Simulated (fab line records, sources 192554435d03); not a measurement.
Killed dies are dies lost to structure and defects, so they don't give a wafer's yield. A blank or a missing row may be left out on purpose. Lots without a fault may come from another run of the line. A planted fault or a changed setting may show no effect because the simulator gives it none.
Split-lot experiment | flow n5_finfet | 7 lots, 21 wafers read, on a route of 1938 steps

THE SPLIT
At N5_PASSIVATION_ETCH_54 (etches SiO2 in CHF3/O2, target depth 880 nm, time 440 s), the setting time_s was moved away from the recipe's 440 s on 9 of the 21 wafers read, by -21.8% to +7.3%. The other wafers ran this setting at the recipe's value.

The reading is taken at the split's own step.

THE READING
PASSIVATION.feature_depth_nm (the simulator's own value, which no gauge read), in nm, at N5_PASSIVATION_ETCH_54 (etches SiO2 in CHF3/O2, target depth 880 nm, time 440 s). The file gives no usual value for it. The 12 wafers here that ran the recipe average 882.5 nm, standard deviation 10 nm.

wafer  | tool, chamber at the split | time_s as run, s | against the recipe | PASSIVATION.feature_depth_nm, nm | against lot-mates on the recipe
L078.3 | rie_diel-06, 0             | 411.5            | -6.5%              | 827.2                            | no lot-mate on the recipe
L078.4 | rie_diel-06, 0             | 411.5            | -6.5%              | 832.6                            | no lot-mate on the recipe
L078.6 | rie_diel-06, 2             | 411.5            | -6.5%              | 824.6                            | no lot-mate on the recipe
L079.1 | rie_diel-06, 1             | 440              | recipe             | 868.4                            | -
L079.3 | rie_diel-06, 2             | 440              | recipe             | 888                              | -
L079.5 | rie_diel-06, 1             | 344.2            | -21.8%             | 689.4                            | -188.8
L083.2 | rie_diel-06, 1,0           | 440              | recipe             | 874.4                            | -
L083.5 | rie_diel-06, 1,0           | 440              | recipe             | 874.4                            | -
L083.6 | rie_diel-06, 3             | 414.6            | -5.8%              | 833.4                            | -41.0
L084.2 | rie_diel-06, 3             | 440              | recipe             | 889.6                            | -
L084.3 | rie_diel-06, 1             | 399.1            | -9.3%              | 791.2                            | -92.1
L084.4 | rie_diel-06, 2             | 440              | recipe             | 877                              | -
L085.1 | rie_diel-06, 3             | 440              | recipe             | 887.4                            | -
L085.5 | rie_diel-06, 0             | 440              | recipe             | 877.4                            | -
L085.6 | rie_diel-06, 3             | 440              | recipe             | 886.6                            | -
L088.1 | rie_diel-01, 0             | 472              | +7.3%              | 926.8                            | +57.6
L088.3 | rie_diel-01, 1             | 472              | +7.3%              | 955.2                            | +86.0
L088.5 | rie_diel-01, 0             | 440              | recipe             | 869.2                            | -
L087.1 | rie_diel-01, 1             | 440              | recipe             | 897.4                            | -
L087.2 | rie_diel-01, 2             | 380              | -13.6%             | 737.4                            | -161.2
L087.3 | rie_diel-01, 3             | 440              | recipe             | 899.8                            | -
Where a row lists several chambers, the file gives one row for several wafers and doesn't say which wafer went through which chamber.

THE FIT
A straight line over all 21 wafers: PASSIVATION.feature_depth_nm changes by +9.06 nm for each +1% of time_s; r = +0.98; the points scatter about the line by 11 nm.
The same after taking each lot's own level away (the mean of its wafers on the recipe; 18 wafers): +9.55 nm for each +1%; r = +0.98; scatter 12 nm.
On that fit, the largest move of time_s shifts the reading by 2.1e+02 nm.
The lots' own levels span 869.20 to 898.60 nm, that is 2.9 times the standard deviation above.
So the lot-to-lot level changes the slope little: the two slopes agree.
Check: with one of the wafers moved furthest among these (-21.8%) left out of the fit, the line predicts -229 nm for it against its lot-mates. It came out at -189 nm against them.

OTHER SPLITS ON THESE WAFERS
These wafers also went through other splits before the reading. Each is held against what the fit with the lots' levels taken away leaves over:
other split on the same wafers | wafers away from the commonest value | r with PASSIVATION.feature_depth_nm (lot level and that fit taken away)
N5_BEOL_M13_ILD_DEP_00 time_s  | 7                                    | -0.06
N5_BEOL_M13_COAT_58 spin_rpm   | 7                                    | -0.16
N5_BEOL_M14_DEP_53 time_s      | 9                                    | -0.03
N5_BEOL_M15_SPUTTER_44 power_w | 3                                    | -0.17
N5_PASSIVATION_PECVD_55 time_s | 5                                    | +0.11

THE WHOLE CHAIN: every reading that the file lists as answering this split, in the file's order
step                   | what it does                                            | reading                                                                       | change (the file's fit)              | r (the file's)
N5_PASSIVATION_ETCH_54 | etches SiO2 in CHF3/O2, target depth 880 nm, time 440 s | etch.depth_nm (the simulator's own value, which no gauge read)                | +9.52 nm for each +1% of the setting | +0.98
N5_PASSIVATION_ETCH_54 | etches SiO2 in CHF3/O2, target depth 880 nm, time 440 s | PASSIVATION.feature_depth_nm (the simulator's own value, which no gauge read) | +9.52 nm for each +1% of the setting | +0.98

THE FILE'S OWN FIT
PASSIVATION.feature_depth_nm changes by +9.52 nm for each +1% of time_s, r = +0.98.
